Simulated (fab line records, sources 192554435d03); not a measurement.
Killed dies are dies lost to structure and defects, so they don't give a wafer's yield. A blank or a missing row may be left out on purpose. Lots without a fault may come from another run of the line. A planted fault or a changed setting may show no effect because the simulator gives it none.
fab line records | flow n5_finfet
record lots=4 wafers=12 last_day=16
route steps=1938 shown BEOL_M3@948 BEOL_M4@1111 PASSIVATION@1936
lots that met no fault: from a run of the same line without faults
start_h: hours from the record's first day to the start of the lot's first wafer shown | wait_h: hours since the lot's step before | " the same as in the row above | L1.1+2: a row that stands for several wafers | - no value, or no start given | * or withheld: withheld | < > ~ a bound
route shown NAME@n: a module of which the file shows steps, and the number in the route of the first | usual: mean/standard deviation of fault-free wafers | same: alike in all rows | chamber/n: place in a boat | sites: the reading at each site | _std_site: their standard deviation | _edge_site: outer sites' mean less inner sites' | radius_mm: how far each site lies from the wafer's centre | mask NAME#n: copy n | behind: the tool/chamber that last shaped the wafer | hold: why the lot was held/for how many hours/how that ended | device: the transistor (n, p or np) that didn't switch | end of line: the same wafers' tests at the end of the route | a step without rows: its recipe alone | killed: dies lost to structure and defects at the first sort, not the wafer's yield | map: a wafer's dies, x killed, . not, _ none there
set.NAME: the setting as run; set.NAME@STEP: as run at that earlier step | model.NAME: the simulator's own value behind a step, which no gauge read
lots at some steps of the route; a table a step, a row a wafer
services: from which hour (start_h, from the record's first day; less than 0 if before it) a tool's chamber was out of use, for how many hours, and why
## steps
# step N5_BEOL_M3_ETCH_74
# recipe chemistry=N2/H2 target=underlayer target_depth_a=65 mask_material=CAR-EUV time_s=5.2 ion_energy_ev=200 pressure_mtorr=30 source_w=840 bias_w=150 n2_flow_sccm=200 h2_flow_sccm=200 ends=cleared
# step N5_BEOL_M3_ETCH_63
# recipe chemistry=CF4 target=SiARC target_depth_a=156 mask_material=CAR-EUV time_s=26 ion_energy_ev=80 pressure_mtorr=40 source_w=545 bias_w=36 Ar_flow_sccm=100 cf4_flow_sccm=100 ends=cleared
# step N5_BEOL_M3_ETCH_64
# recipe chemistry=N2/H2 target=SOC target_depth_a=750 overetch_a=150 mask_material=SiARC temp_c=40 time_s=112.5 ion_energy_ev=200 pressure_mtorr=30 source_w=840 bias_w=150 n2_flow_sccm=200 h2_flow_sccm=200
# step N5_BEOL_M3_STRIP_65
# recipe chemistry=N2/H2 temp_c=40 n2_flow_sccm=200 h2_flow_sccm=200 rf_frequency_hz=6e+07
# step N5_BEOL_M3_STRIP_75
# recipe chemistry=N2/H2 temp_c=40 n2_flow_sccm=200 h2_flow_sccm=200 rf_frequency_hz=6e+07
# step N5_BEOL_M3_STRIP_66
# recipe chemistry=CF4 resist=SiARC power_w=300 bias_power_w=75 pressure_mtorr=50 cf4_flow_sccm=150 rf_frequency_hz=6e+07
# step N5_BEOL_M3_HM_OPEN_17
# recipe chemistry=Cl2/BCl3 target_depth_a=200 overetch_a=60 target=TiN mask_material=SOC ion_energy_ev=150 pressure_mtorr=10 icp_w=1000 bias_w=126 Cl2_flow_sccm=53.25 bcl3_flow_sccm=21.75 Ar_flow_sccm=25
# step N5_BEOL_M3_STRIP_19
# recipe chemistry=O2 power_w=400 temp_c=40 pressure_mtorr=30 rf_frequency_hz=6e+07 bias_power_w=0 overash_fraction=0.2 o2_flow_sccm=225
# step N5_BEOL_M3_COAT_67
# recipe resist=SOC temp_c=250 time_s=60 spin_rpm=1500 resist_thk_nm=60
# step N5_BEOL_M3_COAT_68
# recipe resist=SiARC temp_c=220 time_s=60 spin_rpm=1500 resist_thk_nm=12
# step N5_BEOL_M3_COAT_76
# recipe resist=underlayer temp_c=205 time_s=60 spin_rpm=1500 resist_thk_nm=5
# step N5_BEOL_M3_COAT_22
# recipe resist=CAR-EUV spin_rpm=1500 resist_thk_nm=30
# usual spin_speed_rpm=1500.1/1.2
# columns lot.wafer tool chamber start_h wait_h spin_speed_rpm model.CAR-EUV_of_BEOL_M3_COAT_22.thk_nm
L560.2 litho_track-02 0 183.16 - 1498.9 30
L560.4 " 0 " " 1500.8 30
L560.6 " 0 " " 1501.2 30
L564.1 litho_track-02 0 198.75 - 1570.9 29.4
L564.2 " 0 " " 1570.3 29.4
L564.6 " 0 " " 1570.2 29.4
L565.1 litho_track-02 0 203.75 - 1568.7 29.4
L565.2 " 0 " " 1568.3 29.4
L565.5 " 0 " " 1569.3 29.6
L574.1 litho_track-03 0 262.18 - 1500.8 30
L574.3 " 0 " " 1500.4 29.8
L574.6 " 0 " " 1500.9 29.8
# step N5_BEOL_M3_EBR_24
# recipe solvent=PGMEA ebr_width_mm=1.5
# step N5_BEOL_M3_SOFTBAKE_23
# recipe temp_c=110 time_s=60 resist=CAR-EUV
# step N5_BEOL_M3_EXPOSE_25
# recipe mask_id=V2 na=0.33 source_shape=quasar sigma_inner=0.2 sigma_outer=0.8 polarization=unpolarized defocus_nm=5 dose_mj=63
# step N5_BEOL_M3_PEB_26
# recipe peb_temp_c=100 peb_time_s=60 resist=CAR-EUV
# step N5_BEOL_M3_DEVELOP_27
# recipe develop_time_s=30 developer=TMAH resist=CAR-EUV rinse_liquid=surfactant_rinse dry=air_spin dev_temp_c=23
# step N5_BEOL_M3_DESCUM_33
# recipe chemistry=O2 time_s=7 source_power_w=50 bias_power_w=20 pressure_mtorr=20 rf_frequency_hz=2.712e+07 temp_c=40 resist=CAR-EUV o2_flow_sccm=225
# usual drypump_motor_current_A=5.6/0.42 oes_product_au=0.76/0.089 rf_vpp_V=243.1/1.4 showerhead_plenum_p_Torr=2.10/0.069 throttle_valve_pct=20.60/0.27
# columns lot.wafer tool chamber start_h wait_h drypump_motor_current_A oes_product_au rf_hours_counter_h rf_vpp_V showerhead_plenum_p_Torr throttle_valve_pct model.CAR-EUV_of_BEOL_M3_COAT_22.thk_nm
L560.2 rie_diel-01 2 183.58 0.0 6.3 0.73 164 243.0 2.11 20.68 26
L560.4 " 0 " " 5.3 0.69 248 243.5 2.16 20.92 26
L560.6 " 2 " " 6.3 0.73 - 243.7 2.11 20.69 26
L564.1 rie_diel-04 1 199.38 0.2 6.1 0.97 6 243.4 2.05 20.17 25.4
L564.2 " 0 " " 4.7 0.69 209 242.7 2.00 20.70 25.4
L564.6 " 0 " " 4.7 0.68 - 242.6 2.00 20.71 25.4
L565.1 rie_diel-03 1 204.50 0.4 5.7 0.74 190 243.0 2.10 20.72 25.4
L565.2 " 3 " " 5.3 0.74 188 241.9 2.18 20.70 25.6
L565.5 " 1 " " 5.7 0.74 - 243.2 2.10 20.73 25.6
L574.1 rie_diel-04 3 262.62 0.0 5.9 0.70 244 242.1 2.08 21.03 26
L574.3 " 1 " " 6.0 0.91 27 243.2 2.04 20.20 25.8
L574.6 " 2 " " 5.7 0.70 - 243.4 2.17 20.23 26
# step N5_BEOL_M3_ETCH_77
# recipe chemistry=N2/H2 target=underlayer target_depth_a=65 mask_material=CAR-EUV time_s=5.2 ion_energy_ev=200 pressure_mtorr=30 source_w=840 bias_w=150 n2_flow_sccm=200 h2_flow_sccm=200 ends=cleared
# step N5_BEOL_M4_RC_MEAS_101
# usual DIBL_N=35.9/1.6 DIBL_P=35.6/2.1 IOFF_N=0.149/0.029 IOFF_P=0.20/0.033 ION_N=671/11 ION_P=460/7.3 SS_N=71.4/0.62 SS_P=73.2/0.65 VT_N=251/3.1 VT_P=-251/3.4
# columns lot.wafer tool chamber start_h wait_h DIBL_N[mV/V] DIBL_P[mV/V] IOFF_N[nA/um] IOFF_P[nA/um] ION_N[uA/um] ION_P[uA/um] SS_N[mV/dec] SS_P[mV/dec] VT_N[mV] VT_P[mV]
L560.2 prober-02 0 199.87 0.2 32.4 30.0 0.096 0.14 664 464 70.0 71.4 256 -251
L560.4 " 0 " " 37.6 35.8 0.164 0.21 673 468 72.2 72.9 249 -251
L560.6 " 0 " " 34.1 31.9 0.115 0.17 673 464 70.5 72.5 254 -250
L564.1 prober-01 0 222.61 0.0 34.0 34.6 0.133 0.19 664 461 70.9 72.9 252 -250
L564.2 " 0 " " 35.2 35.6 0.148 0.20 677 470 70.5 73.3 251 -247
L564.6 " 0 " " 34.4 34.8 0.140 0.19 675 461 71.5 73.0 252 -252
L565.1 prober-01 0 230.41 0.0 38.3 38.9 0.210 0.23 695 468 71.7 74.2 244 -247
L565.2 " 0 " " 37.5 38.4 0.208 0.23 694 471 72.0 73.6 244 -248
L565.5 " 0 " " 39.1 40.7 0.229 0.26 685 470 72.0 74.2 247 -248
L574.1 prober-02 0 280.85 0.0 33.7 33.6 0.127 0.18 666 464 71.3 73.2 250 -250
L574.3 " 0 " " 37.2 35.9 0.165 0.21 666 459 71.4 73.1 251 -250
L574.6 " 0 " " 35.7 35.1 0.146 0.21 661 455 71.1 73.0 252 -250
# step N5_PASSIVATION_PROBE_49
# usual defect_limited_yield=90.9/1.5 killed_at_M0_to_M3=36/9.9 killed_at_M4_up=13/4.5 killed_at_contacts=13/6.4 killed_at_front_end=42/12 killed_at_other=3.4/3 killed_dies=107/18 killed_open=69/13 killed_short=35/8.2 sort_bin_5_function=5.3/1.1 sort_bin_6_memory=3.4/0.69 sort_n_pass=1073/18 sort_yield_pct=90.9/1.5
# same gross_dies=1180 killed_at_back_side=0 sort_bin_4_leakage[%]=0 sort_bin_8_speed[%]=0
# columns lot.wafer tool chamber start_h wait_h defect_limited_yield[%] killed_at_M0_to_M3 killed_at_M4_up killed_at_contacts killed_at_front_end killed_at_other killed_dies killed_open killed_short sort_bin_5_function[%] sort_bin_6_memory[%] sort_n_pass sort_yield_pct[%]
L560.2 prober-01 - 298.77 0.1 91.2 35 10 14 43 2 104 69 34 5.6 3.0 1076 91.2
L560.4 prober-01 - 298.87 0.2 91.2 38 7 10 49 0 104 67 35 5.1 3.3 1076 91.2
L560.6 prober-01 - 298.97 0.3 89.2 33 10 12 71 1 127 87 29 5.0 4.6 1053 89.2
L564.1 prober-01 - 317.75 0.0 88.7 31 16 8 73 5 133 71 46 5.8 3.8 1047 88.7
L564.2 prober-01 - 317.80 0.1 93.1 22 11 5 43 1 82 45 35 3.9 2.6 1098 93.1
L564.6 prober-01 - 318.00 0.3 91.5 35 11 10 36 8 100 56 36 4.5 3.0 1080 91.5
L565.1 prober-02 - 331.58 0.0 88.5 45 12 11 67 1 136 87 45 6.4 4.9 1044 88.5
L565.2 prober-02 - 331.63 0.1 92.5 24 21 7 34 2 88 54 31 4.4 2.6 1092 92.5
L565.5 prober-02 - 331.78 0.2 91.4 23 12 9 58 0 102 69 31 4.2 4.0 1078 91.4
L574.1 prober-01 - 376.81 0.8 87.9 50 17 9 64 3 143 95 44 7.0 4.6 1037 87.9
L574.3 prober-01 - 376.91 0.9 89.2 49 16 4 58 0 127 86 38 5.8 4.5 1053 89.2
L574.6 prober-01 - 377.06 1.0 89.1 32 18 15 62 2 129 81 45 6.7 3.6 1051 89.1
# killed by level:class
L560.2 FIN_SAQP:geometric_particle:open=12 BEOL_M3:geometric_particle:open=9 MOL_CONTACT_COAG:geometric_particle:short=7 STI_FIN_REVEAL:geometric_particle:open=7 MOL_CONTACT_COAG:geometric_particle:open=7 BEOL_M0_SAQP:geometric_particle:open=7 DUMMY_GATE:geometric_particle:open=6 BEOL_M1:geometric_particle:open=6
L560.4 FIN_SAQP:geometric_particle:open=14 STI_FIN_REVEAL:geometric_particle:open=9 MOL_CONTACT_COAG:geometric_particle:open=9 BEOL_M0_SAQP:geometric_particle:open=8 BEOL_M2:geometric_particle:short=8 BEOL_M0_SAQP:geometric_particle:short=6 BEOL_M1:geometric_particle:open=6 FIN_SAQP:geometric_particle:short=5
L560.6 FIN_SAQP:geometric_particle:open=39 BEOL_M2:geometric_particle:short=11 MOL_CONTACT_COAG:geometric_particle:open=9 HKMG_FIN:area_etch=8 STI_FIN_REVEAL:geometric_particle:open=7 FIN_SAQP:geometric_particle:short=6 BEOL_M1:geometric_particle:open=5 BEOL_M0_SAQP:geometric_particle:short=4
L564.1 STI_FIN_REVEAL:geometric_particle:open=19 HKMG_FIN:area_etch=14 BEOL_M1:geometric_particle:open=10 FIN_SAQP:geometric_particle:short=8 BEOL_M0_SAQP:geometric_particle:open=8 BEOL_M0_SAQP:geometric_particle:short=7 MOL_CONTACT_COAG:geometric_particle:open=6 STI_FIN_REVEAL:geometric_particle:short=5
L564.2 FIN_SAQP:geometric_particle:open=11 STI_FIN_REVEAL:geometric_particle:open=9 FIN_SAQP:geometric_particle:short=7 BEOL_M3:geometric_particle:open=7 MOL_CONTACT_COAG:geometric_particle:open=5 BEOL_M3:geometric_particle:short=4 STARTING-WAFER:geometric_particle:short=4 GATE_CUT:geometric_particle:short=3
L564.6 FIN_SAQP:geometric_particle:short=10 BEOL_M1:geometric_particle:open=9 HKMG_FIN:area_etch=8 MOL_CONTACT_COAG:geometric_particle:open=7 BEOL_M0:geometric_particle:open=6 FIN_SAQP:geometric_particle:open=5 BEOL_M0_SAQP:geometric_particle:short=5 BEOL_M3:geometric_particle:open=5
L565.1 FIN_SAQP:geometric_particle:open=18 STI_FIN_REVEAL:geometric_particle:open=17 BEOL_M0_SAQP:geometric_particle:open=13 FIN_SAQP:geometric_particle:short=12 BEOL_M0_SAQP:geometric_particle:short=12 MOL_CONTACT_COAG:geometric_particle:open=8 DUMMY_GATE:geometric_particle:open=5 GATE_CUT:geometric_particle:short=5
L565.2 FIN_SAQP:geometric_particle:short=9 BEOL_M0_SAQP:geometric_particle:open=8 BEOL_M4:geometric_particle:open=8 BEOL_M0_SAQP:geometric_particle:short=6 BEOL_M5:geometric_particle:open=6 FIN_SAQP:geometric_particle:open=5 MOL_CONTACT_COAG:geometric_particle:open=5 GATE_CUT:geometric_particle:short=4
L565.5 FIN_SAQP:geometric_particle:open=14 FIN_SAQP:geometric_particle:short=11 BEOL_M4:geometric_particle:open=10 STI_FIN_REVEAL:geometric_particle:open=9 MOL_CONTACT_COAG:geometric_particle:open=8 DUMMY_GATE:geometric_particle:open=7 STI_FIN_REVEAL:geometric_particle:short=4 BEOL_M3:geometric_particle:open=4
L574.1 FIN_SAQP:geometric_particle:open=20 GATE_CUT:geometric_particle:short=15 STI_FIN_REVEAL:geometric_particle:open=13 BEOL_M2:geometric_particle:open=11 BEOL_M1:geometric_particle:open=8 BEOL_M4:geometric_particle:open=8 BEOL_M3:geometric_particle:open=8 BEOL_M0:geometric_particle:open=7
L574.3 STI_FIN_REVEAL:geometric_particle:open=18 BEOL_M3:geometric_particle:open=15 BEOL_M2:geometric_particle:open=11 FIN_SAQP:geometric_particle:open=8 GATE_CUT:geometric_particle:short=7 BEOL_M4:geometric_particle:open=7 FIN_SAQP:geometric_particle:short=6 STARTING-WAFER:geometric_particle:open=5
L574.6 FIN_SAQP:geometric_particle:open=17 MOL_CONTACT_COAG:geometric_particle:open=11 BEOL_M5:geometric_particle:open=9 FIN_SAQP:geometric_particle:short=8 DUMMY_GATE:geometric_particle:open=7 STI_FIN_REVEAL:geometric_particle:open=5 GATE_CUT:geometric_particle:short=5 BEOL_M2:geometric_particle:open=5
## services
# columns tool chamber start_h hours kind
litho_track-03 - 176.20 - consumable_replace:filter
rie_diel-01 0 188.11 - clean
rie_diel-01 0 188.11 - consumable_replace:focus_ring
rie_diel-01 0 188.11 20.4 scheduled_down
rie_diel-01 0 188.11 20.4 vent_cycle
rie_diel-01 1 203.57 15.6 repair
rie_diel-04 0 241.77 2.9 repair
rie_diel-03 3 243.02 4.6 repair
## key
first_sign step=N5_BEOL_M3_COAT_22 reading=spin_speed_rpm direction=up sigmas=59 usual=* struck=*
effect none on later readings
model_effect step=N5_BEOL_M3_COAT_22 value=CAR-EUV_of_BEOL_M3_COAT_22.thk_nm without=30.07 struck=29.43
model_effect step=N5_BEOL_M3_DESCUM_33 value=CAR-EUV_of_BEOL_M3_COAT_22.thk_nm without=26.1 struck=25.47
met_at N5_BEOL_M3_COAT_22
struck_wafers L564.1,L564.2,L564.6,L565.1,L565.2,L565.5
baseline_loss step=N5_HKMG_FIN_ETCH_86 wafers=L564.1
onset_between 183.16 198.75
fault kind=process_parameter_drift tool=litho_track-02 chamber=- onset_h=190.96 steps=N5_BEOL_M3_COAT_22 channel=spin_rpm offset=* shape=step end_h=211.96 acts_in=* stated=*
# baseline_loss: these wafers lose ten dies or more at that step, a loss of the line's own and not of a fault; the sort's usual values leave them out
